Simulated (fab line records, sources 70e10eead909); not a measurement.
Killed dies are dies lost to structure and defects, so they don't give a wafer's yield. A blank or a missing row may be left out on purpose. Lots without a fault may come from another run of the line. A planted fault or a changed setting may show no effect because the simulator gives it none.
Which tool did it? | flow nand_harc | 24 lots, 72 wafers sampled, at 4 steps of a route of 1302

WHAT THE GAUGES READ, wafer by wafer
NHARC_A_ONON_D1_THK_MEAS_18: measures by ellipsometry. Usual: thk_nm 1000 nm, standard deviation 11.
lot  | measured     | on            | thk_nm (nm)    | flag
L074 | day 8 03:28  | film_metro-02 | 993 995 994    |
L075 | day 8 14:47  | film_metro-01 | 998 998 999    |
L076 | day 8 20:34  | film_metro-02 | 993 992 993    |
L077 | day 9 11:00  | film_metro-01 | 1015 1014 1017 |
L078 | day 9 22:41  | film_metro-01 | 1008 1006 1008 |
L079 | day 10 06:28 | film_metro-02 | 1008 1005 1006 |
L080 | day 10 22:13 | film_metro-01 | 996 997 996    |
L081 | day 11 09:57 | film_metro-01 | 988 986 987    |
L082 | day 11 21:19 | film_metro-01 | 997 997 998    |
L083 | day 12 02:15 | film_metro-01 | 992 993 991    |
L084 | day 12 18:29 | film_metro-01 | 994 996 991    |
L085 | day 12 18:34 | film_metro-02 | 1011 1014 1011 |
L086 | day 13 08:56 | film_metro-01 | 995 994 993    |
L087 | day 14 02:52 | film_metro-02 | 1000 999 1002  |
L088 | day 14 03:06 | film_metro-02 | 996 997 994    |
L089 | day 14 11:53 | film_metro-01 | 973 975 974    |
L090 | day 14 11:53 | film_metro-02 | 1028 1029 1029 |
L091 | day 15 01:10 | film_metro-01 | 1016 1017 1016 |
L092 | day 15 17:23 | film_metro-02 | 1001 1000 1003 |
L093 | day 16 09:16 | film_metro-02 | 1004 1005 1004 |
L094 | day 16 09:17 | film_metro-01 | 1009 1009 1010 |
L095 | day 16 23:38 | film_metro-01 | 995 996 997    |
L097 | day 17 16:04 | film_metro-01 | 1002 1000 1000 |
L096 | day 17 16:04 | film_metro-02 | 996 996 997    |

NHARC_A_CHANNEL_HOLE_D1_INSPECT_40. Usual: raw_defect_count 70, standard deviation 28.
lot  | measured     | on                | raw_defect_count | flag
L074 | day 8 20:20  | defect_inspect-01 | 43 55 34         |
L075 | day 9 08:42  | defect_inspect-02 | 105 99 107       |
L076 | day 9 18:14  | defect_inspect-02 | 68 96 94         |
L077 | day 10 04:40 | defect_inspect-01 | 121 138 102      |
L078 | day 10 11:17 | defect_inspect-02 | 38 51 62         |
L079 | day 10 20:41 | defect_inspect-02 | 30 30 36         |
L080 | day 11 11:15 | defect_inspect-01 | 55 71 45         |
L081 | day 11 22:27 | defect_inspect-01 | 92 119 89        |
L082 | day 12 12:32 | defect_inspect-02 | 44 52 48         |
L083 | day 12 16:41 | defect_inspect-02 | 58 45 62         |
L084 | day 13 14:43 | defect_inspect-01 | 51 93 57         |
L085 | day 13 09:08 | defect_inspect-02 | 42 45 51         |
L086 | day 13 21:32 | defect_inspect-02 | 49 42 52         |
L087 | day 14 18:28 | defect_inspect-01 | 74 45 55         |
L088 | day 14 19:57 | defect_inspect-01 | 118 81 92        |
L089 | day 15 00:44 | defect_inspect-01 | 112 121 110      |
L090 | day 15 04:55 | defect_inspect-02 | 95 106 81        |
L091 | day 15 14:03 | defect_inspect-02 | 42 60 54         |
L092 | day 16 10:52 | defect_inspect-01 | 123 90 106       |
L093 | day 16 22:25 | defect_inspect-02 | 42 41 33         |
L094 | day 16 22:20 | defect_inspect-02 | 138 93 102       |
L095 | day 17 18:25 | defect_inspect-01 | 64 60 46         |
L097 | day 18 09:21 | defect_inspect-01 | 59 59 75         |
L096 | day 18 08:34 | defect_inspect-01 | 101 76 76        |

WHICH TOOL RAN EACH LOT (tool, then ch and the chambers of the sampled wafers, then the start)
lot  | NHARC_A_CHANNEL_HOLE_D1_ETCH_25  | NHARC_A_CHANNEL_HOLE_D1_ETCH_44
L074 | har_etch-01 ch 0,1, day 8 17:30  | rie_diel-02 ch 0,1,2, day 8 19:22
L075 | har_etch-02 ch 0,1, day 9 06:12  | rie_diel-02 ch 0,2,3, day 9 07:44
L076 | har_etch-02 ch 1, day 9 15:34    | rie_diel-02 ch 1,2, day 9 17:15
L077 | har_etch-02 ch 0,1, day 10 00:11 | rie_diel-12 ch 1,3, day 10 03:39
L078 | har_etch-01 ch 0,1, day 10 08:28 | rie_diel-02 ch 1,2,3, day 10 10:18
L079 | har_etch-01 ch 0,1, day 10 18:01 | rie_diel-02 ch 1,3, day 10 19:42
L080 | har_etch-01 ch 0,1, day 11 07:58 | rie_diel-02 ch 0,1,3, day 11 10:16
L081 | har_etch-02 ch 0,1, day 11 19:38 | rie_diel-02 ch 0,1,3, day 11 21:28
L082 | har_etch-01 ch 0,1, day 12 09:43 | rie_diel-02 ch 1,3, day 12 11:33
L083 | har_etch-01 ch 0,1, day 12 14:11 | rie_diel-02 ch 0,1,3, day 12 15:44
L084 | har_etch-01 ch 0,1, day 13 11:52 | rie_diel-12 ch 0,1, day 13 13:41
L085 | har_etch-01 ch 0,1, day 13 06:29 | rie_diel-02 ch 0,2, day 13 08:10
L086 | har_etch-01 ch 0,1, day 13 19:10 | rie_diel-02 ch 0,1,2, day 13 20:34
L087 | har_etch-01 ch 0,1, day 14 15:47 | rie_diel-02 ch 0,2,3, day 14 17:31
L088 | har_etch-02 ch 0,1, day 14 17:16 | rie_diel-11 ch 0,1,2, day 14 18:58
L089 | har_etch-02 ch 0,1, day 14 22:04 | rie_diel-11 ch 0,3, day 14 23:46
L090 | har_etch-02 ch 0,1, day 15 02:05 | rie_diel-02 ch 0,1,3, day 15 03:55
L091 | har_etch-01 ch 0,1, day 15 10:55 | rie_diel-11 ch 0,2,3, day 15 13:00
L092 | har_etch-02 ch 0,1, day 16 08:10 | rie_diel-11 ch 0,3, day 16 09:51
L093 | har_etch-01 ch 0,1, day 16 19:28 | rie_diel-02 ch 1,2,3, day 16 21:19
L094 | har_etch-02 ch 0,1, day 16 19:28 | rie_diel-11 ch 0,2,3, day 16 21:18
L095 | har_etch-01 ch 0,1, day 17 15:40 | rie_diel-11 ch 0,1,2, day 17 17:24
L097 | har_etch-02 ch 0,1, day 18 06:31 | rie_diel-02 ch 1,2,3, day 18 08:20
L096 | har_etch-01 ch 0, day 18 05:52   | rie_diel-02 ch 0,3, day 18 07:33
- NHARC_A_CHANNEL_HOLE_D1_ETCH_25: etches the open film in C4F8/O2/Ar, time 1040.2 s, target depth 1500 nm.
- NHARC_A_CHANNEL_HOLE_D1_ETCH_44: etches the open film in CF4/O2, target depth 140 nm, overetch 14 nm, time 77 s.

WHAT THE TOOLS THEMSELVES READ (means of the sampled wafers that have a number; where no wafer has one, the mark that the record gives instead)
NHARC_A_CHANNEL_HOLE_D1_ETCH_25. Usual: drypump_motor_current_A 5.5 A, standard deviation 0.56; showerhead_plenum_p_Torr 3.59 Torr, standard deviation 0.1; throttle_valve_pct 32.234 %, standard deviation 0.0092.
lot  | tool        | drypump_motor_current_A (A) | showerhead_plenum_p_Torr (Torr) | throttle_valve_pct (%) | flag
L074 | har_etch-01 | 5.1                         | 3.55                            | 32.231                 |
L075 | har_etch-02 | 6.1                         | 3.68                            | 32.231                 |
L076 | har_etch-02 | 6.4                         | 3.76                            | 32.241                 |
L077 | har_etch-02 | 6.2                         | 3.71                            | 32.232                 |
L078 | har_etch-01 | 5.1                         | 3.54                            | 32.223                 |
L079 | har_etch-01 | 5.1                         | 3.55                            | 32.242                 |
L080 | har_etch-01 | 5.1                         | 3.55                            | 32.242                 |
L081 | har_etch-02 | 6.1                         | 3.66                            | 32.234                 |
L082 | har_etch-01 | 5.1                         | 3.52                            | 32.230                 |
L083 | har_etch-01 | 5.1                         | 3.54                            | 32.230                 |
L084 | har_etch-01 | 5.1                         | 3.51                            | 32.226                 |
L085 | har_etch-01 | 5.1                         | 3.51                            | 32.235                 |
L086 | har_etch-01 | 5.1                         | 3.51                            | 32.234                 |
L087 | har_etch-01 | 5.1                         | 3.52                            | 32.232                 |
L088 | har_etch-02 | 6.1                         | 3.64                            | 32.244                 |
L089 | har_etch-02 | 6.1                         | 3.64                            | 32.240                 |
L090 | har_etch-02 | 6.3                         | 3.68                            | 32.238                 |
L091 | har_etch-01 | 5.1                         | 3.52                            | 32.234                 |
L092 | har_etch-02 | 6.1                         | 3.62                            | 32.238                 |
L093 | har_etch-01 | 5.1                         | 3.49                            | 32.236                 |
L094 | har_etch-02 | 6.2                         | 3.67                            | 32.242                 |
L095 | har_etch-01 | 5.1                         | 3.50                            | 32.234                 |
L097 | har_etch-02 | 6.1                         | 3.85                            | 32.233                 |
L096 | har_etch-01 | 5.2                         | 3.45                            | 32.241                 |

NHARC_A_CHANNEL_HOLE_D1_ETCH_44. Usual: drypump_motor_current_A 5.6 A, standard deviation 0.54; oes_product_au 1.000 a.u., standard deviation 0.0064; rf_vpp_V 197.3 V, standard deviation 1.3; showerhead_plenum_p_Torr 1.31 Torr, standard deviation 0.053; throttle_valve_pct 13.397 %, standard deviation 0.0091.
lot  | tool        | drypump_motor_current_A (A) | oes_product_au (a.u.) | rf_vpp_V (V) | showerhead_plenum_p_Torr (Torr) | throttle_valve_pct (%) | flag
L074 | rie_diel-02 | 5.5                         | 1.010                 | 196.3        | 1.28                            | 13.401                 |
L075 | rie_diel-02 | 5.4                         | 0.996                 | 197.0        | 1.30                            | 13.395                 |
L076 | rie_diel-02 | 6.0                         | 1.006                 | 198.0        | 1.31                            | 13.400                 |
L077 | rie_diel-12 | 5.9                         | 0.998                 | 197.1        | 1.29                            | 13.395                 |
L078 | rie_diel-02 | 5.8                         | 0.997                 | 198.0        | 1.33                            | 13.394                 |
L079 | rie_diel-02 | 6.2                         | 1.004                 | 198.4        | 1.35                            | 13.392                 |
L080 | rie_diel-02 | 5.7                         | 1.001                 | 198.0        | 1.32                            | 13.409                 |
L081 | rie_diel-02 | 5.7                         | 0.997                 | 196.9        | 1.32                            | 13.401                 |
L082 | rie_diel-02 | 6.2                         | 1.000                 | 198.5        | 1.35                            | 13.392                 |
L083 | rie_diel-02 | 5.7                         | 1.003                 | 197.8        | 1.32                            | 13.394                 |
L084 | rie_diel-12 | 5.6                         | 1.001                 | 199.5        | 1.41                            | 13.399                 |
L085 | rie_diel-02 | 5.1                         | 1.004                 | 196.4        | 1.26                            | 13.399                 |
L086 | rie_diel-02 | 5.5                         | 0.995                 | 196.1        | 1.28                            | 13.389                 |
L087 | rie_diel-02 | 5.3                         | 0.993                 | 198.0        | 1.30                            | 13.400                 |
L088 | rie_diel-11 | 5.8                         | 0.998                 | 197.3        | 1.31                            | 13.403                 |
L089 | rie_diel-11 | 5.5                         | 0.998                 | 196.9        | 1.30                            | 13.392                 |
L090 | rie_diel-02 | 5.7                         | 1.006                 | 196.8        | 1.32                            | 13.394                 |
L091 | rie_diel-11 | 5.8                         | 0.997                 | 197.0        | 1.27                            | 13.403                 |
L092 | rie_diel-11 | 5.5                         | 0.999                 | 197.3        | 1.30                            | 13.404                 |
L093 | rie_diel-02 | 5.8                         | 1.000                 | 196.9        | 1.32                            | 13.389                 |
L094 | rie_diel-11 | 5.8                         | 0.996                 | 196.6        | 1.27                            | 13.391                 |
L095 | rie_diel-11 | 5.8                         | 1.000                 | 197.6        | 1.31                            | 13.395                 |
L097 | rie_diel-02 | 5.8                         | 1.000                 | 197.5        | 1.32                            | 13.391                 |
L096 | rie_diel-02 | 5.5                         | 0.996                 | 197.8        | 1.33                            | 13.397                 |

THE ANSWER, worked out from the rows above alone
Rule: a lot is off if the mean of its wafers that have a number lies more than 3 standard deviations from the usual mean. A lot without any number at a reading at which 4 lots or more have one is off too. The other lots that the step has rows for count as sound. The gauges are gone through in route order, then the tools' own readings, and for those a lot's mean is taken as printed above. The first step at which some lot is off is used, and at that step the reading that is off furthest; a lot without a number counts as furthest.
No lot is off at any reading shown: from this, nothing can be told.

WHAT THE SIMULATOR HAD PUT IN
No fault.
